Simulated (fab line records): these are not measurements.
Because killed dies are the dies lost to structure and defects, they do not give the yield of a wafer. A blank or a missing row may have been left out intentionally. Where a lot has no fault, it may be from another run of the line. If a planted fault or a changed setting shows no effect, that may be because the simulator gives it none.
Chamber matching + flow nand-harc + 4 sister chambers for NHARC_P_BONDPAD_CMP_32 on cmp-01
The step polishes SiCN, target thk 200 nm. 4 wafers are shown with their chamber, then 7 later ones without.

WAFERS PAIRED WITH THEIR CHAMBERS
| wafer  | chamber | motor-current-A (A) |
|--------|---------|---------------------|
| L084.1 | 2       | 11.6                |
| L088.6 | 3       | 10.1                |
| L089.2 | 1       | 12.6                |
| L089.3 | 0       | 12.9                |

WAFERS WITHOUT THEIR CHAMBER
| wafer  | motor-current-A (A) |
|--------|---------------------|
| L089.6 | 13.8                |
| L087.1 | 13.3                |
| L087.4 | 12.6                |
| L087.6 | 12.6                |
| L091.1 | 13.8                |
| L091.2 | 13.0                |
| L091.3 | 10.2                |

WHICH CHAMBER EACH WENT THROUGH
| wafer  | from the rows above          | in truth |
|--------|------------------------------|----------|
| L089.6 | can't be placed: 0 or 1      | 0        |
| L087.1 | can't be placed: 0 or 1      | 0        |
| L087.4 | can't be placed: 1 or 0 or 2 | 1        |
| L087.6 | can't be placed: 1 or 0 or 2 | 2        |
| L091.1 | can't be placed: 0 or 1      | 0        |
| L091.2 | can't be placed: 0 or 1      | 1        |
| L091.3 | 3                            | 3        |
Correct placement for 1 of the 7. Not placeable from these rows: 6 (in 6, the candidates include the true chamber). Wrongly placed: 0.
How it was worked out, from the rows above alone: a wafer's distance from a chamber is the root of the sum, over the readings, of the square of ((its reading less the chamber's mean) divided by the reading's scatter). If the next closest chamber is less than 2 further off than the closest, the wafer can't be placed; otherwise it belongs to the closest. The mean given for a chamber averages the wafers shown for that chamber. The scatter: root of mean squared gap, hidden wafer to nearest shown wafer, with one shown wafer a chamber.
